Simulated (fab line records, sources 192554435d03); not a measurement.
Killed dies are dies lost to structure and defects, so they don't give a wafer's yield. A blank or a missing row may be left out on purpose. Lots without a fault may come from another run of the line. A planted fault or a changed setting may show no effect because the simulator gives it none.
Chamber matching | flow n5_finfet | N5_BEOL_M3_DESCUM_16 on rie_diel-02: 4 sister chambers
The step chemistry O2, time 7 s. 4 wafers are shown with their chamber, then 12 later ones without.

WAFERS WITH THEIR CHAMBER
wafer  | chamber | showerhead_plenum_p_Torr (Torr)
L086.6 | 0       | 2.21
L088.1 | 1       | 2.17
L088.2 | 3       | 2.23
L088.3 | 2       | 1.98

WAFERS WITHOUT THEIR CHAMBER
wafer  | showerhead_plenum_p_Torr (Torr)
L088.4 | 2.20
L088.5 | 1.98
L088.6 | 2.23
L090.2 | 2.23
L090.3 | 2.20
L090.5 | 2.20
L094.1 | 2.17
L094.5 | 2.23
L094.6 | 2.20
L095.2 | 2.20
L095.4 | 2.17
L095.6 | 2.23

WHICH CHAMBER EACH WENT THROUGH
wafer  | from the rows above | in truth
L088.4 | 0                   | 0
L088.5 | 2                   | 2
L088.6 | 3                   | 3
L090.2 | 3                   | 3
L090.3 | 0                   | 0
L090.5 | 0                   | 0
L094.1 | 1                   | 1
L094.5 | 3                   | 3
L094.6 | 0                   | 0
L095.2 | 0                   | 0
L095.4 | 1                   | 1
L095.6 | 3                   | 3
Placed correctly: 12 of 12. Can't be placed from these rows: 0. Placed wrongly: 0.
How it was worked out, from the rows above alone: a wafer's distance from a chamber is the root of the sum, over the readings, of the square of ((its reading less the chamber's mean) divided by the reading's scatter). The wafer belongs to the nearest chamber; if the next one is less than 2 further off, it can't be placed. A chamber's mean is the mean of its shown wafers. The scatter: with one shown wafer a chamber, the root of the mean of the squares of how far each hidden wafer lies from its nearest shown one.
